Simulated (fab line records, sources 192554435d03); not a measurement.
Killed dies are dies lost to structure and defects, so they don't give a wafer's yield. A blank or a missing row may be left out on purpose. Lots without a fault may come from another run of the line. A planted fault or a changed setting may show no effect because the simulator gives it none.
A struck lot beside a sound one | flow n5_finfet | 16 steps out of a route of 1938
Sound: wafers L226.1, L226.2, L226.3. Struck: wafers L225.1, L225.3, L225.6. The cause comes at the end.
At each step with rows: each side's tool, then ch and its chambers, then its first start. Under that, the readings that differ: sound wafers | struck wafers | difference of the means | sigmas: that difference in standard deviations of wafers without a fault.
alike: readings whose means differ by less than 2 such deviations, and words and numbers that are the same on both sides. not compared: withheld readings, readings that some wafer has no value for, bounds like >300 that may hide the same value, and numbers for which the record gives no deviation and whose values overlap.
The two part at a step that has a row with sigmas, a row that says differs or no value, or rows on one side only. Numbers that don't overlap but have no deviation are shown without sigmas and don't part them. A reading that every wafer of one side lacks parts them only if that side has two wafers or more.

first, 2 steps without rows for these wafers: N5_BEOL_M1_PEB_09 (peb time 60 s); N5_BEOL_M1_DEVELOP_10 (develop time 30 s).
N5_BEOL_M1_CD_MEAS_11: target cd 17.05 nm.
  sound on cd_sem-02 ch 0, day 8 10:20; struck on cd_sem-01 ch 0, day 7 22:23
  alike: cd_nm
N5_BEOL_M1_OVL_MEAS_12:
  sound on overlay-01 ch 0, day 8 10:22; struck on overlay-02 ch 0, day 7 22:25
  alike: M1_OVL
N5_BEOL_M1_INSPECT_13: inspects for defects (brightfield).
  sound on defect_inspect-02, day 8 10:25; struck on defect_inspect-02, day 7 22:28
  alike: raw_defect_count
N5_BEOL_M1_DESCUM_16: chemistry O2, time 7 s.
  sound on rie_diel-05 ch 0,1,2, day 8 11:01; struck on rie_diel-05 ch 0,1,3, day 7 22:30
  alike: drypump_motor_current_A, oes_product_au, rf_vpp_V, showerhead_plenum_p_Torr, throttle_valve_pct
  not compared: rf_hours_counter_h
N5_BEOL_M1_ETCH_74: etches underlayer in N2/H2, target depth 6.5 nm, time 5.2 s.
  sound on rie_diel-05 ch 0,1,2, day 8 11:03; struck on rie_diel-05 ch 0,1,3, day 7 22:32
  alike: drypump_motor_current_A, etch_rf_on_time_s, h2_flow_sccm, oes_product_au, rf_vpp_V, showerhead_plenum_p_Torr, throttle_valve_pct
  not compared: rf_hours_counter_h
then, 1 step without rows for these wafers: N5_BEOL_M1_ETCH_63 (etches SiARC in CF4, target depth 15.6 nm, time 26 s).
N5_BEOL_M1_ETCH_64: etches SOC in N2/H2, target depth 75 nm, overetch 15 nm, time 112.5 s.
  sound on rie_diel-05 ch 0,1,2, day 8 11:05; struck on rie_diel-05 ch 0,1,3, day 7 22:35
  alike: drypump_motor_current_A, h2_flow_sccm, oes_product_au, rf_vpp_V, showerhead_plenum_p_Torr, throttle_valve_pct
  not compared: rf_hours_counter_h
then, 2 steps without rows for these wafers: N5_BEOL_M1_STRIP_65 (strips in N2/H2); N5_BEOL_M1_STRIP_75 (strips in N2/H2).
N5_BEOL_M1_STRIP_66: strips in CF4.
  sound on rie_diel-05 ch 0,1,2, day 8 11:13; struck on rie_diel-05 ch 0,1,3, day 7 22:43
  alike: cf4_flow_sccm, drypump_motor_current_A, oes_product_au, rf_vpp_V, showerhead_plenum_p_Torr, throttle_valve_pct
  not compared: rf_hours_counter_h
N5_BEOL_M1_HM_OPEN_17: chemistry Cl2/BCl3, target TiN, target depth 20 nm, overetch 6 nm.
  sound on rie_metal-02 ch 0,1, day 8 11:16; struck on rie_metal-03 ch 0,1, day 7 22:45
  reading                                  | sound          | struck       | difference | sigmas
  model.SOC_of_BEOL_M1_COAT_61.thk_nm (nm) | 52.2 52.4 52.4 | 53.4 53.8 53 | +1.1       |
  alike: drypump_motor_current_A, oes_ar_750_au, oes_product_au, throttle_valve_pct
  not compared: rf_hours_counter_h
N5_BEOL_M1_STRIP_19: strips in O2.
  sound on rie_diel-05 ch 0,1,2, day 8 11:44; struck on rie_diel-05 ch 0,1, day 7 22:53
  alike: drypump_motor_current_A, oes_product_au, rf_vpp_V, showerhead_plenum_p_Torr, throttle_valve_pct
  not compared: rf_hours_counter_h
-- the record jumps here: 3 days lie between the struck wafers' starts before and after (it left off in module BEOL_M1 and takes up again in module BEOL_M4, whose first step shown is number 1111 of the route) --
N5_BEOL_M4_RC_MEAS_101:
  sound on prober-02 ch 0, day 10 17:31; struck on prober-01 ch 0, day 10 12:01
  alike: DIBL_N, DIBL_P, IOFF_N, IOFF_P, ION_N, ION_P, SS_N, SS_P, VT_N, VT_P
then, 1 step without rows for these wafers: N5_PASSIVATION_PROBE_49.

WHERE THEY PART
Nowhere in this record.

WHY: what the simulator had put in
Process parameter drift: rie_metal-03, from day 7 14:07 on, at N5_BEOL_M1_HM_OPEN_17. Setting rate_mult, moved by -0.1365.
